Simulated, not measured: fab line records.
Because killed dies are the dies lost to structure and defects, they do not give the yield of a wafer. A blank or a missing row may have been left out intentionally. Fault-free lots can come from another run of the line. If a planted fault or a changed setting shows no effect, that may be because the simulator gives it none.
Matching of chambers -- flow nand-harc -- 3 sister chambers for NHARC_A_STAIRCASE_DEP_156 on pecvd-01
The step deposits SiNx, target thk 50 nm. 22 wafers are shown with their chamber, then 11 later ones without.

## WAFERS WITH THEIR CHAMBER
wafer,chamber,heater-power-w (W),rf-fwd-power-W (W)
L074.1,2,521,446.5
L074.4,2,539,452.0
L074.6,1,785,448.1
L076.1,1,753,447.0
L076.2,2,510,449.9
L076.3,0,791,445.7
L078.2,0,779,444.0
L078.5,1,769,448.1
L078.6,2,560,448.2
L079.1,1,668,446.8
L079.5,0,696,447.9
L079.6,2,548,448.7
L082.1,0,743,449.1
L082.2,1,660,448.5
L082.6,0,753,447.2
L083.1,2,560,449.2
L083.2,1,704,447.8
L083.6,2,562,450.4
L084.3,2,552,448.4
L084.4,2,524,449.5
L084.5,1,734,447.8
L086.3,2,512,450.6

SIGNATURES (means of the wafers above)
reading,chamber 0,chamber 1,chamber 2,scatter within a chamber
heater-power-w,752.40,724.71,538.80,35.2
rf-fwd-power-W,446.780,447.729,449.340,1.43
Rule: for each reading, subtract the chamber's mean from the wafer's reading, divide by that reading's scatter and square the result; add these up over the readings and take the root, which gives the wafer's distance from the chamber. The wafer belongs to the nearest chamber; if the next one is less than 2 further off, it can't be placed. The scatter: take each reading less its chamber's mean, square it, sum over the shown wafers, divide by the number of wafers less the number of chambers, and take the root.

## WAFERS WHOSE CHAMBER IS MISSING
wafer,heater-power-w (W),rf-fwd-power-W (W)
L086.4,785,450.7
L086.6,637,446.7
L087.1,674,445.9
L087.3,667,448.6
L087.4,543,448.2
L090.1,559,452.3
L090.3,753,446.1
L090.4,555,449.8
L097.1,743,448.5
L097.3,486,450.5
L097.6,481,447.1

## WHICH CHAMBER EACH ONE RAN IN
wafer,from the rows above,in truth
L086.4,can't be placed: 1 or 0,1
L086.6,can't be placed: 1 or 0 or 2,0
L087.1,can't be placed: 1 or 0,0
L087.3,can't be placed: 1 or 0 or 2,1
L087.4,2,2
L090.1,2,2
L090.3,can't be placed: 0 or 1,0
L090.4,2,2
L097.1,can't be placed: 1 or 0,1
L097.3,2,2
L097.6,2,2
5 of 11 placed correctly. From these rows, 6 cannot be placed; in 6 the true chamber is one of the candidates. Placed wrongly: 0.
